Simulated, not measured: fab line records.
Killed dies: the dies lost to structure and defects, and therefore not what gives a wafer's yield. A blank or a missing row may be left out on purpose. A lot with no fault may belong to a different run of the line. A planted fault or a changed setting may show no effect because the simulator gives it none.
What tool caused it? + flow nand-harc + 7 lots with 21 wafers sampled at 4 steps, on a route of 1302 steps

## WHAT EACH GAUGE READ, for each wafer
NHARC_A_ONON_D2_THK_MEAS_08: measures by ellipsometry.
| lot  | measured     | on            | thk-nm (nm)             |
|------|--------------|---------------|-------------------------|
| L277 | day 13 12:04 | film-metro-02 | 997 996 995             |
| L279 | day 14 09:40 | film-metro-01 | 1026 1026 1028          |
| L282 | day 15 03:16 | film-metro-02 | 1015 1011 1012          |
| L284 | day 15 17:07 | film-metro-02 | 1002 1000 1001          |
| L292 | day 19 15:37 | film-metro-01 | 567 567 566 567 566 564 |
| L295 | day 20 19:26 | film-metro-01 | 597 597 597 597 595 596 |
| L298 | day 21 15:30 | film-metro-01 | 1013 1014 1014          |

## WHAT TOOL EACH LOT RAN ON (gives the tool, then ch and the chambers of the sampled wafers, and finally the start)
| lot  | NHARC_A_CHANNEL_FILL_D1_ETCHBACK_08           | NHARC_A_DECK1_JOINT_DEP_16      | NHARC_A_ONON_D2_DEP_06           |
|------|-----------------------------------------------|---------------------------------|----------------------------------|
| L277 | rie-diel-13 ch 0,3, day 13 10:06 or earlier   | pecvd-02 ch 0,2, day 13 10:06   | pecvd-onon-01 ch 0, day 13 11:37 |
| L279 | rie-diel-09 ch 0,1,3, day 14 07:38 or earlier | pecvd-04 ch 1,2, day 14 07:38   | pecvd-onon-01 ch 0, day 14 09:17 |
| L282 | rie-diel-09 ch 0,1, day 15 01:14 or earlier   | pecvd-01 ch 0,2, day 15 01:14   | pecvd-onon-04 ch 0, day 15 02:45 |
| L284 | rie-diel-13 ch 2,3, day 15 15:04 or earlier   | pecvd-02 ch 0,1,2, day 15 15:04 | pecvd-onon-04 ch 0, day 15 16:35 |
| L292 | rie-diel-12 ch 1,3, day 19 13:40 or earlier   | pecvd-01 ch 0,2, day 19 13:40   | pecvd-onon-04 ch 0, day 19 15:10 |
| L295 | rie-diel-12 ch 0,2,3, day 20 17:25 or earlier | pecvd-02 ch 1,2, day 20 17:25   | pecvd-onon-04 ch 0, day 20 18:56 |
| L298 | rie-diel-09 ch 1,2,3, day 21 13:32 or earlier | pecvd-02 ch 0,1, day 21 13:32   | pecvd-onon-03 ch 0, day 21 15:07 |
- NHARC_A_CHANNEL_FILL_D1_ETCHBACK_08: etches the open film in C4F8, target depth 220 nm, time 110 s.
- NHARC_A_DECK1_JOINT_DEP_16: deposits SiO2, target thk 45 nm.
- NHARC_A_ONON_D2_DEP_06: target thk 1000 nm.

## THE ANSWER, worked out from the rows above alone
Rule: usual is defined by the lots themselves. The widest of any qualifying gaps counts: lots, ordered by their means at a reading, are off when they make up no more than a third of the lots, leave a main group of 4 or more, and stand apart from it by 3 or more times the standard deviation of that group's means. A main group is skipped when, at the precision printed for the reading in the tables above, its means are all equal. Also off: a lot with no number at a reading for which 4 or more lots have one. Where the step has rows for the other lots, those lots are counted as sound.
Off: L292, L295 (NHARC_A_ONON_D2_THK_MEAS_08, thk-nm). Mean 1010 nm and standard deviation 11 in the main group.
If a tool, at a process step before that reading, ran all the lots that are off and no sound lot after the first of them, it fits. Gauges at NHARC_A_ONON_D2_THK_MEAS_08: tried the same way as those tools. Because NHARC_A_CHANNEL_FILL_D1_ETCHBACK_08 lacks a start for some lots, the hours and order of its lots are taken from NHARC_A_DECK1_JOINT_DEP_16. Can't be told from this: 2 tools fit, rie-diel-12 at NHARC_A_CHANNEL_FILL_D1_ETCHBACK_08, pecvd-onon-04 at NHARC_A_ONON_D2_DEP_06.

## WHAT THE SIMULATOR HAD INSERTED
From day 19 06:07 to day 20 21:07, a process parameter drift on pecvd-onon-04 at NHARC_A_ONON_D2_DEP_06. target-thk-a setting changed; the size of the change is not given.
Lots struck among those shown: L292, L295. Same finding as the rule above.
